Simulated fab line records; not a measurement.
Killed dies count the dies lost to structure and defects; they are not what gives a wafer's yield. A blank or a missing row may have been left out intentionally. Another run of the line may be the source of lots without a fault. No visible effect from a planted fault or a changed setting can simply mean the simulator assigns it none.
What tool caused it? ; flow n5_finfet ; 10 lots, 30 wafers sampled, at 4 steps of a route of 1938

## WHAT EACH GAUGE READ, for each wafer
The record holds no reading of a measuring or inspecting step that can be judged against a usual standard deviation.

## WHAT TOOL EACH LOT RAN ON (gives the tool, then ch and the chambers of the sampled wafers, and finally the start)
lot;N5_BEOL_M12_VIA_ETCH_16;N5_BEOL_M12_STRIP_64;N5_BEOL_M12_DESCUM_33;N5_BEOL_M12_STRIP_37
L870;rie_diel-04 ch 0,2,3, day 11 01:15;plasma_asher-01 ch 0, day 11 01:31;rie_diel-04 ch 0,2, day 11 02:04;plasma_asher-02 ch 1, day 11 02:38
L872;rie_diel-01 ch 0,2,3, day 11 10:08;plasma_asher-01 ch 0,1, day 11 10:25;rie_diel-04 ch 0,1,3, day 11 10:58;plasma_asher-01 ch 0,1, day 11 11:32
L873;rie_diel-01 ch 1,2,3, day 12 07:05;plasma_asher-02 ch 0,1, day 12 07:20;rie_diel-06 ch 0,2,3, day 12 08:02;plasma_asher-02 ch 0,1, day 12 08:35
L875;rie_diel-01 ch 0,1,2, day 13 08:44;plasma_asher-02 ch 0,1, day 13 09:00;rie_diel-04 ch 2,3, day 13 09:44;plasma_asher-01 ch 1, day 13 10:17
L876;rie_diel-04 ch 0,1,2, day 13 09:09;plasma_asher-02 ch 0,1, day 13 09:25;rie_diel-04 ch 0,1,2, day 13 10:13;plasma_asher-01 ch 0,1, day 13 10:46
L878;rie_diel-06 ch 0,1, day 13 22:56;plasma_asher-01 ch 0,1, day 13 23:13;rie_diel-01 ch 0,3, day 13 23:50;plasma_asher-02 ch 0,1, day 14 00:25
L881;rie_diel-04 ch 0,2,3, day 14 00:55;plasma_asher-01 ch 0,1, day 14 01:11;rie_diel-06 ch 1,2, day 14 01:44;plasma_asher-01 ch 0,1, day 14 02:19
L883;rie_diel-06 ch 2,3, day 14 11:49;plasma_asher-02 ch 0,1, day 14 12:05;rie_diel-06 ch 1,3, day 14 12:48;plasma_asher-01 ch 0,1, day 14 13:21
L890;rie_diel-04 ch 0,1,2, day 16 16:53;plasma_asher-02 ch 0,1, day 16 17:08;rie_diel-04 ch 1,2,3, day 16 17:50;plasma_asher-02 ch 0,1, day 16 18:24
L892;rie_diel-06 ch 0,1,3, day 16 22:27;plasma_asher-01 ch 0,1, day 16 22:43;rie_diel-06 ch 0,1,2, day 16 23:16;plasma_asher-02 ch 0,1, day 16 23:50
- N5_BEOL_M12_VIA_ETCH_16: etches SiOC in C4F8/O2/Ar, target depth 724.8 nm.
- N5_BEOL_M12_STRIP_64: strips in N2/H2.
- N5_BEOL_M12_DESCUM_33: chemistry O2, time 7.9 s.
- N5_BEOL_M12_STRIP_37: strips in N2/H2.

## WHAT THE TOOLS THEMSELVES READ (means of the sampled wafers that have a number; where no wafer has one, the mark that the record gives instead)
N5_BEOL_M12_VIA_ETCH_16. Usual: drypump_motor_current_A 5.7 A, standard deviation 0.43; oes_product_au 0.74 a.u., standard deviation 0.066; rf_vpp_V 665 V, standard deviation 3.2; showerhead_plenum_p_Torr 3.39 Torr, standard deviation 0.1; throttle_valve_pct 24.08 %, standard deviation 0.21.
lot;tool;drypump_motor_current_A (A);oes_product_au (a.u.);rf_vpp_V (V);showerhead_plenum_p_Torr (Torr);throttle_valve_pct (%);flag
L870;rie_diel-04;5.7;0.68;663;3.33;24.08;
L872;rie_diel-01;5.6;0.78;666;3.39;23.89;
L873;rie_diel-01;5.7;0.80;664;3.32;23.91;
L875;rie_diel-01;5.4;0.75;665;3.40;24.10;
L876;rie_diel-04;6.0;0.70;664;3.39;24.06;
L878;rie_diel-06;6.0;0.70;669;3.54;23.98;
L881;rie_diel-04;5.7;0.66;662;3.32;24.10;
L883;rie_diel-06;5.3;0.73;663;3.35;24.17;
L890;rie_diel-04;6.0;0.76;664;3.37;24.03;
L892;rie_diel-06;5.6;0.76;666;3.45;24.02;

N5_BEOL_M12_STRIP_64. Usual: drypump_motor_current_A 5.5 A, standard deviation 0.33; h2_flow_sccm 3249 sccm, standard deviation 9.8; heater_power_w 340 W, standard deviation 40; oes_product_au 0.715 a.u., standard deviation 0.005; strip_time_to_endpoint_s 31.35 s, standard deviation 0.096.
lot;tool;drypump_motor_current_A (A);h2_flow_sccm (sccm);heater_power_w (W);oes_product_au (a.u.);strip_time_to_endpoint_s (s);flag
L870;plasma_asher-01;5.6;3243;390;0.714;31.35;
L872;plasma_asher-01;5.5;3256;370;0.714;31.29;
L873;plasma_asher-02;5.2;3248;295;0.714;31.24;
L875;plasma_asher-02;5.5;3255;305;0.710;31.40;
L876;plasma_asher-02;5.5;3241;300;0.717;31.40;
L878;plasma_asher-01;5.5;3252;373;0.712;31.47;
L881;plasma_asher-01;5.6;3250;374;0.714;31.28;
L883;plasma_asher-02;5.5;3249;298;0.714;31.38;
L890;plasma_asher-02;5.2;3239;296;0.709;31.46;
L892;plasma_asher-01;5.6;3249;380;0.712;31.31;

N5_BEOL_M12_DESCUM_33. Usual: drypump_motor_current_A 5.7 A, standard deviation 0.41; oes_product_au 0.80 a.u., standard deviation 0.073; rf_vpp_V 243.1 V, standard deviation 1.4; showerhead_plenum_p_Torr 2.08 Torr, standard deviation 0.072; throttle_valve_pct 20.32 %, standard deviation 0.2.
lot;tool;drypump_motor_current_A (A);oes_product_au (a.u.);rf_vpp_V (V);showerhead_plenum_p_Torr (Torr);throttle_valve_pct (%);flag
L870;rie_diel-04;6.0;0.71;242.5;2.06;20.22;
L872;rie_diel-04;5.7;0.82;242.6;2.05;20.33;
L873;rie_diel-06;5.3;0.79;243.6;2.09;20.24;
L875;rie_diel-04;5.7;0.72;242.2;2.06;20.38;
L876;rie_diel-04;6.0;0.77;243.0;2.07;20.28;
L878;rie_diel-01;5.8;0.85;242.7;2.08;20.07;
L881;rie_diel-06;6.0;0.80;244.6;2.13;20.25;
L883;rie_diel-06;5.5;0.82;242.7;2.10;20.51;
L890;rie_diel-04;5.6;0.86;242.9;2.06;20.38;
L892;rie_diel-06;5.8;0.84;243.2;2.13;20.16;

N5_BEOL_M12_STRIP_37. Usual: drypump_motor_current_A 5.5 A, standard deviation 0.32; h2_flow_sccm 3248 sccm, standard deviation 9.3; heater_power_w 344 W, standard deviation 40; oes_product_au 0.791 a.u., standard deviation 0.01.
lot;tool;drypump_motor_current_A (A);h2_flow_sccm (sccm);heater_power_w (W);oes_product_au (a.u.);flag
L870;plasma_asher-02;4.9;3245;293;0.797;
L872;plasma_asher-01;5.5;3254;379;0.785;
L873;plasma_asher-02;5.5;3248;299;0.780;
L875;plasma_asher-01;5.5;3236;358;0.791;
L876;plasma_asher-01;5.6;3256;384;0.784;
L878;plasma_asher-02;5.5;3253;302;0.787;
L881;plasma_asher-01;5.6;3142;380;0.801;OFF
L883;plasma_asher-01;5.6;3143;380;0.790;OFF
L890;plasma_asher-02;5.2;3244;298;0.794;
L892;plasma_asher-02;5.2;3248;299;0.791;

## THE ANSWER, worked out from the rows above alone
Rule: a lot counts as off when the mean over its wafers that have a number is more than 3 standard deviations away from the usual mean. A lot without any number at a reading at which 4 lots or more have one is off too. Any other lot the step has rows for is counted as sound. After the gauges, taken in route order, come the tools' own readings; for these a lot's mean is taken, as printed above. The first step at which some lot is off is used, and at that step the reading that is off furthest; a lot without a number counts as furthest.
Off: L881, L883, at N5_BEOL_M12_STRIP_37 (h2_flow_sccm).
If a tool, at that step or one of the process steps before it, ran each lot that is off and ran no sound lot following the first of them, it fits. One candidate fits, namely plasma_asher-01 at N5_BEOL_M12_STRIP_37. A fault onset in the window from L876 (day 13 10:46, its last sound lot) to L881 (day 14 02:19, its first lot off) fits.
The tool's own readings at N5_BEOL_M12_STRIP_37 bear it out: on the lots that are off they differ by more than 5 times the standard deviation of the sound lots' means. h2_flow_sccm reads 3142 sccm there against 3248 sccm on the sound lots.

## WHAT HAD BEEN PUT IN BY THE SIMULATOR
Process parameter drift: plasma_asher-01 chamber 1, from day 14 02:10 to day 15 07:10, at N5_BEOL_M12_STRIP_37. Setting h2_flow_sccm shifted by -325 from 3250. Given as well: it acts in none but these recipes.
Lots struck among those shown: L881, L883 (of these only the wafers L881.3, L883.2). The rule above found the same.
